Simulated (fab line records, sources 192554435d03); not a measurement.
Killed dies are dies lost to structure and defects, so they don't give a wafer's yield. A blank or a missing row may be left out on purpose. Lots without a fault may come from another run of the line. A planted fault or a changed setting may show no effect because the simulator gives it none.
Chamber matching | flow n5_finfet | N5_BEOL_M7_CURE_74 on uv_cure-01: 3 sister chambers
The step cures SiCOH lowk, time 240 s. 6 wafers are shown with their chamber, then 7 later ones without.

WAFERS WITH THEIR CHAMBER
wafer  | chamber | wafer_temp_C_max | lamp_power_pct (%)
L079.3 | 1       | 387.4            | 52.31
L079.5 | 1       | 387.9            | 52.36
L086.3 | 0       | 386.7            | 52.35
L086.5 | 0       | 387.4            | 52.44
L084.3 | 2       | 385.6            | 52.27
L084.4 | 2       | 386.0            | 52.29

WAFERS WITHOUT THEIR CHAMBER
wafer  | wafer_temp_C_max | lamp_power_pct (%)
L084.6 | 386.8            | 52.24
L089.1 | 387.3            | 52.32
L089.5 | 386.9            | 52.19
L089.6 | 386.9            | 52.32
L094.1 | 387.3            | 52.28
L094.2 | 388.4            | 52.21
L094.3 | 387.3            | 52.37

WHICH CHAMBER EACH WENT THROUGH
wafer  | from the rows above          | in truth
L084.6 | can't be placed: 2 or 1 or 0 | 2
L089.1 | can't be placed: 1 or 0      | 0
L089.5 | can't be placed: 2 or 1 or 0 | 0
L089.6 | can't be placed: 0 or 1 or 2 | 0
L094.1 | can't be placed: 1 or 0      | 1
L094.2 | 1                            | 1
L094.3 | can't be placed: 0 or 1      | 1
Placed correctly: 1 of 7. Can't be placed from these rows: 6 (the true chamber is among the candidates in 6). Placed wrongly: 0.
How it was worked out, from the rows above alone: a wafer's distance from a chamber is the root of the sum, over the readings, of the square of ((its reading less the chamber's mean) divided by the reading's scatter). The wafer belongs to the nearest chamber; if the next one is less than 2 further off, it can't be placed. A chamber's mean is the mean of its shown wafers. The scatter: the root of (the sum of the squares of (reading less its chamber's mean) over the shown wafers, divided by (wafers less chambers)).
